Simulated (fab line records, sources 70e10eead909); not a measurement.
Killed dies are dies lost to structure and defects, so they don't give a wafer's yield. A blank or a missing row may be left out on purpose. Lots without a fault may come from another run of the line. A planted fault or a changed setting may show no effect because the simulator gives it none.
Chamber matching | flow nand_harc | NHARC_P_M1_CMP_23 on cmp-04: 4 sister chambers
The step polishes, t overpolish 20 s, target thk 157.82 nm. 8 wafers are shown with their chamber, then 8 later ones without.

WAFERS WITH THEIR CHAMBER
wafer  | chamber | motor_current_A (A) | time_to_endpoint_s (s)
L080.2 | 1       | 11.8                | 26.4
L082.1 | 3       | 10.6                | 31.2
L082.2 | 0       | 10.8                | 24.3
L082.5 | 2       | 11.9                | 27.4
L084.3 | 2       | 12.5                | 31.0
L084.4 | 1       | 11.2                | 25.9
L084.5 | 0       | 10.6                | 24.0
L087.2 | 3       | 12.0                | 35.5

WAFERS WITHOUT THEIR CHAMBER
wafer  | motor_current_A (A) | time_to_endpoint_s (s)
L087.3 | 11.6                | 30.0
L087.4 | 12.9                | 32.3
L093.1 | 10.4                | 25.2
L093.2 | 12.9                | 28.9
L093.4 | 11.5                | 28.4
L095.3 | 11.8                | 27.1
L095.4 | 11.8                | 23.2
L095.6 | 11.5                | 26.8

WHICH CHAMBER EACH WENT THROUGH
wafer  | from the rows above               | in truth
L087.3 | can't be placed: 2 or 3 or 1      | 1
L087.4 | can't be placed: 2 or 3 or 1      | 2
L093.1 | can't be placed: 0 or 1           | 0
L093.2 | can't be placed: 2 or 1           | 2
L093.4 | can't be placed: 1 or 2 or 3 or 0 | 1
L095.3 | can't be placed: 1 or 2 or 0      | 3
L095.4 | can't be placed: 1 or 0 or 2      | 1
L095.6 | can't be placed: 1 or 2 or 0      | 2
Placed correctly: 0 of 8. Can't be placed from these rows: 8 (the true chamber is among the candidates in 7). Placed wrongly: 0.
How it was worked out, from the rows above alone: a wafer's distance from a chamber is the root of the sum, over the readings, of the square of ((its reading less the chamber's mean) divided by the reading's scatter). The wafer belongs to the nearest chamber; if the next one is less than 2 further off, it can't be placed. A chamber's mean is the mean of its shown wafers. The scatter: the root of (the sum of the squares of (reading less its chamber's mean) over the shown wafers, divided by (wafers less chambers)).
